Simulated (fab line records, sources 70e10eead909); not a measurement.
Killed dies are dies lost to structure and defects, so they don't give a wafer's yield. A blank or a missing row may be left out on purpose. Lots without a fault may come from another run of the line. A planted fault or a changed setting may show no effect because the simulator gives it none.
A struck lot beside a sound one | flow nand_harc | 15 steps out of a route of 1302
Sound: wafers L731.1, L731.2, L731.3. Struck: wafers L742.2, L742.3, L742.4. The cause comes at the end.
At each step with rows: each side's tool, then ch and its chambers, then its first start. Under that, the readings that differ: sound wafers | struck wafers | difference of the means | sigmas: that difference in standard deviations of wafers without a fault.
alike: readings whose means differ by less than 2 such deviations, and words and numbers that are the same on both sides. not compared: withheld readings, readings that some wafer has no value for, bounds like >300 that may hide the same value, and numbers for which the record gives no deviation and whose values overlap.
The two part at a step that has a row with sigmas, a row that says differs or no value, or rows on one side only. Numbers that don't overlap but have no deviation are shown without sigmas and don't part them. A reading that every wafer of one side lacks parts them only if that side has two wafers or more.

first, 7 steps without rows for these wafers: NHARC_A_CHANNEL_HOLE_D2_COAT_37 (time 65 s); NHARC_A_CHANNEL_HOLE_D2_COAT_04 (resist thk 90 nm); NHARC_A_CHANNEL_HOLE_D2_SOFTBAKE_05 (time 55 s); NHARC_A_CHANNEL_HOLE_D2_EBR_06; NHARC_A_CHANNEL_HOLE_D2_EXPOSE_07 (exposes mask HOLE D2, target cd 100 nm); NHARC_A_CHANNEL_HOLE_D2_PEB_08 (peb time 65 s); NHARC_A_CHANNEL_HOLE_D2_DEVELOP_09 (develop time 35 s).
NHARC_A_CHANNEL_HOLE_D2_CD_MEAS_10: target cd 100 nm.
  sound on cd_sem-03 ch 0, day 14 03:57; struck on cd_sem-01 ch 0, day 19 12:15
  alike: cd_nm
NHARC_A_CHANNEL_HOLE_D2_OVL_MEAS_11:
  sound on overlay-01, day 14 04:02; struck on overlay-01, day 19 12:20
  alike: overlay_x_nm, overlay_y_nm
NHARC_A_CHANNEL_HOLE_D2_INSPECT_12:
  sound on defect_inspect-01, day 14 04:04; struck on defect_inspect-02, day 19 12:22
  alike: raw_defect_count
NHARC_A_CHANNEL_HOLE_D2_DESCUM_15: chemistry O2, time 3 s.
  sound on rie_diel-12 ch 0,1,3, day 14 04:08; struck on rie_diel-08 ch 1,2,3, day 19 12:26
  reading                     | sound       | struck      | difference | sigmas
  drypump_motor_current_A (A) | 5.8 6.5 5.9 | 5.1 5.1 5.5 | -0.8       | -2
  rf_hours_counter_h (h)      | 1.4 1.3 1.4 | 2.7 2.6 3.2 | +1.5       |
  alike: mfc_ar_sccm, oes_product_au, rf_vpp_V, showerhead_plenum_p_Torr, throttle_valve_pct
NHARC_A_CHANNEL_HOLE_D2_ETCH_38: etches the open film in CF4, target depth 39 nm, time 65 s.
  sound on rie_diel-12 ch 0,1,3, day 14 04:13; struck on rie_diel-08 ch 1,2,3, day 19 12:31
  reading                     | sound       | struck      | difference | sigmas
  drypump_motor_current_A (A) | 5.8 6.5 5.9 | 5.1 5.5 5.0 | -0.9       | -2
  rf_hours_counter_h (h)      | 1.4 1.3 1.5 | 2.6 3.2 2.7 | +1.4       |
  alike: bias_w, cf4_flow_sccm, mfc_ar_sccm, oes_product_au, rf_vpp_V, showerhead_plenum_p_Torr, throttle_valve_pct
NHARC_A_CHANNEL_HOLE_D2_ETCH_39: etches the open film in N2/H2, target depth 260 nm, time 325 s.
  sound on rie_diel-12 ch 0,1,3, day 14 04:19; struck on rie_diel-08 ch 0,2,3, day 19 12:37
  no value came back on the struck wafers for any of 9 readings (bias_w (W), chamber_pressure_mTorr (mTorr) and others); on the sound wafers bias_w (W) reads 150.0 149.8 150.2
NHARC_A_CHANNEL_HOLE_D2_ETCH_34: etches the open film in CF4/CHF3, target depth 154 nm, time 77 s.
  sound on rie_diel-12 ch 1,2,3; struck on rie_diel-08 ch 0,2,3
  reading                | sound       | struck      | difference | sigmas
  rf_hours_counter_h (h) | 1.7 1.6 1.4 | 3.4 2.9 3.2 | +1.6       |
  alike: bias_w, cf4_flow_sccm, drypump_motor_current_A, mfc_ar_sccm, oes_product_au, rf_vpp_V, showerhead_plenum_p_Torr, throttle_valve_pct
-- the record jumps here: 11 days lie between the struck wafers' starts before and after (it left off in module A_CHANNEL_HOLE_D2 and takes up again in module END, whose first step shown is number 1302 of the route) --
NHARC_END_SORT_01:
  sound on prober-01 ch 0, day 25 11:47; struck on prober-01 ch 0, day 30 09:40
  reading         | sound    | struck      | difference | sigmas
  killed_at_array | 53 47 53 | 676 672 674 | +623       | +35
  killed_dies     | 59 56 61 | 677 677 677 | +618       | +34
  alike: killed_at_other, killed_at_periphery, killed_open, killed_short

WHERE THEY PART
First at NHARC_A_CHANNEL_HOLE_D2_DESCUM_15; last, within this record, at NHARC_END_SORT_01.

WHY: what the simulator had put in
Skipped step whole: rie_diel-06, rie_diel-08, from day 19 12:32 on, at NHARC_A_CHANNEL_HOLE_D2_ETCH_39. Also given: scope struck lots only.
